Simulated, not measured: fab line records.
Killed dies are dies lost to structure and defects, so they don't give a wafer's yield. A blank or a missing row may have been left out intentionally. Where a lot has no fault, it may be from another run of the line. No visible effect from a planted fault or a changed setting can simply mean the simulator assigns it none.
Struck lot and sound lot, side by side :: flow n5_finfet :: 38 steps out of a route of 1938
Sound: the wafers L387.2, L387.3, L387.4. Wafers struck: L384.1, L384.3, L384.6. Last of all comes the cause.
For every step that has rows: the tool of each side, followed by ch and its chambers, followed by its first start. Under that, the readings that differ: sound wafers :: struck wafers :: difference of the means :: sigmas: that difference in standard deviations of wafers without a fault.
alike: readings whose means differ by less than 2 such deviations, and words and numbers that are the same on both sides. not compared: withheld readings, readings that some wafer has no value for, bounds like >300 that may hide the same value, and numbers for which the record gives no deviation and whose values overlap.
The two part at a step that has a row with sigmas, a row that says differs or no value, or rows on one side only. Numbers that have no deviation but don't overlap get no sigmas and don't part them. A reading missing from all wafers of one side parts the sides only when that side holds two or more wafers.

first, 12 steps without rows for these wafers: N5_SD_EPI_P_STRIP_38 (strips in N2/H2); N5_SD_EPI_P_ETCHBACK_46 (etches SiNx in CH3F/O2, stops on SiO2, target depth 17.5 nm); N5_SD_EPI_P_ETCH_47 (etches SiOCN in CH3F/O2, target depth 25 nm); N5_SD_EPI_P_ETCH_16 (etches SiO2 in CHF3/O2, target depth 5 nm); N5_SD_EPI_P_STRIP_50 (strips in CHF3/O2); N5_SD_EPI_P_SD_RECESS_17 (chemistry HBr/Cl2/O2, target depth 39.1 nm, bt time 3 s); N5_SD_EPI_P_WET_ETCH_45 (etches SiO2 in dHF, time 10.7 s, target depth 2 nm, rinse time 30 s); N5_SD_EPI_P_STRIP_40 (strips in N2/H2); N5_SD_EPI_P_PRECLEAN_52 (cleans in O3/DIW, time 60 s); N5_SD_EPI_P_SRD_20 (time 30 s); N5_SD_EPI_P_PRECLEAN_51 (cleans in NF3:NH3, afs cycles 1, time 20 s, sublimation time 60 s); N5_SD_EPI_P_VAPOR_ETCH_44 (etches SiGe30 in NF3/Ar, time 3.3 s).
N5_SD_EPI_P_EPI_21: deposits SiGe:B, time 355 s.
  sound on epi_rpcvd-01 ch 0, day 9 03:22; struck on epi_rpcvd-02 ch 0, day 8 09:02
reading: chamber_pressure_Torr (Torr)
sound: 20.06 19.92 20.02
struck: 8.74 8.67 8.72
difference: -11.29
sigmas: -99 or more

reading: model.SiGe-B_of_SD_EPI_P_EPI_21.thk_nm (nm)
sound: 61.6 61.6 63.2
struck: 44 44 43.6
difference: -18
sigmas: 
  alike: susceptor_temp_C
N5_SD_EPI_P_EPI_MEAS_23:
  struck on film_metro-02, day 8 11:14; sound on film_metro-01, day 9 05:48
reading: thk_nm (nm)
sound: 63.2 62.3 63.4
struck: 43.9 42.3 42.1
difference: -20.2
sigmas: -14
then, 8 steps without rows for these wafers: N5_SD_EPI_P_HM_STRIP_48 (strips SiNx in H3PO4, material SiNx, target depth 3 nm); N5_SD_EPI_P_SRD_49 (time 30 s); N5_SD_EPI_P_PRECLEAN_24 (cleans in O3/DIW, time 45 s); N5_SD_EPI_P_PRECLEAN_32 (cleans in dHF, time 10 s); N5_SD_EPI_P_PRECLEAN_33 (cleans in SC2, time 45 s); N5_SD_EPI_P_SRD_25 (time 30 s); N5_SD_ACTIVATION_RTA_00 (time 0 s); N5_SD_ACTIVATION_LSA_01 (time 0.0008 s).
N5_SD_ACTIVATION_RS_MEAS_03: measurement is done with a four-point probe.
  struck on film_metro-01, day 8 11:53; sound on film_metro-02, day 9 06:25
reading: RS_SD_P (ohm/sq)
sound: 54.8 54.7 53.9
struck: 97.8 98.3 99.6
difference: +44.1
sigmas: +40
  alike: RS_SD_N
then, 12 steps without rows for these wafers: N5_ILD0_LINER_00 (material SiNx, target thk 4 nm, pulse time 1 s, purge time 2 s); N5_ILD0_FCVD_FILL_01 (material SiO2 flowable, target thk 200 nm, time 328.3 s); N5_ILD0_CURE_02 (time 1800 s); N5_ILD0_CMP_03 (polishes, stops on SiNx, t overpolish 1.9 s, target thk 197.38 nm); N5_ILD0_CMP_07 (polishes SiO2 flowable, stops on poly-Si, t overpolish 1.18 s, target thk 138.88 nm); N5_ILD0_PRECLEAN_10 (cleans in NF3:NH3, afs cycles 5, time 20 s, sublimation time 60 s); N5_ILD0_ALD_15 (deposits SiNx, target thk 24 nm, pulse time 1 s, ald cycles 480); N5_ILD0_CMP_12 (polishes SiNx, stops on poly-Si, t overpolish 6 s, target thk 17.67 nm); N5_SDB_HM_DEP_00 (deposits SiNx from SiH4/NH3/N2, target thk 40 nm, time 35.3 s); N5_SDB_COAT_03 (time 60 s, resist thk 100 nm); N5_SDB_COAT_04 (time 60 s, resist thk 18 nm); N5_SDB_COAT_05 (resist thk 90 nm).
N5_MOL_CONTACT_COAG_ETCH_110: etches Si in CF4/O2, target depth 2.5 nm, time 8 s.
  sound on rie_diel-04 ch 1,2,3, day 10 14:08; struck on rie_diel-04 ch 2,3, day 9 19:20
reading: model.SiGe-B_of_SD_EPI_P_EPI_21.thk_nm (nm)
sound: 58.6 58.8 60.2
struck: 42 42 41.6
difference: -17
sigmas: 
  alike: cf4_flow_sccm, drypump_motor_current_A, oes_product_au, rf_vpp_V, showerhead_plenum_p_Torr, throttle_valve_pct
  not compared: rf_hours_counter_h
-- the record jumps here: 4 days lie between the struck wafers' starts before and after (it left off in module MOL_CONTACT_COAG and takes up again in module BEOL_M4, whose first step shown is number 1111 of the route) --
N5_BEOL_M4_RC_MEAS_101:
  sound on prober-01 ch 0, day 14 13:29; struck on prober-01 ch 0, day 13 07:59
reading: ION_P (uA/um)
sound: 456 443 435
struck: 418 430 409
difference: -26
sigmas: -3

reading: RC_DENSE_P (ohm.um)
sound: 23.2 23.7 24.1
struck: 26.8 27.1 28.1
difference: +3.7
sigmas: +7

reading: RC_P (ohm.um)
sound: 19.2 19.3 19.6
struck: 22.0 22.2 23.1
difference: +3.1
sigmas: +7

reading: REXT_P (ohm.um)
sound: 95.2 98.6 99.1
struck: 138.1 137.9 139.7
difference: +40.9
sigmas: +14

reading: RS_SD_P (ohm/sq)
sound: 64.4 64.4 62.4
struck: 114.2 112.9 114.9
difference: +50.3
sigmas: +39

reading: VT_N (mV)
sound: 255 255 258
struck: 247 242 248
difference: -10
sigmas: -3
  alike: DIBL_N, DIBL_P, IOFF_N, IOFF_P, ION_N, SS_N, SS_P, VT_P, VT_P_LVT
-- the record jumps here: 5 days lie between the struck wafers' starts before and after (it left off in module BEOL_M4 and takes up again in module PASSIVATION, whose first step shown is number 1936 of the route) --
N5_PASSIVATION_PROBE_49:
  only the struck wafers here have rows in the record (prober-02, day 17 22:53); the sound ones have none

== WHERE THEY PART ==
Earliest at N5_SD_EPI_P_EPI_21; latest, in this record, at N5_PASSIVATION_PROBE_49.

WHY: the cause the simulator had injected
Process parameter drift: epi_rpcvd-02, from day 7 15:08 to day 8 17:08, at N5_SD_EPI_P_EPI_21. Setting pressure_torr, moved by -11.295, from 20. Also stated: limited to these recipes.
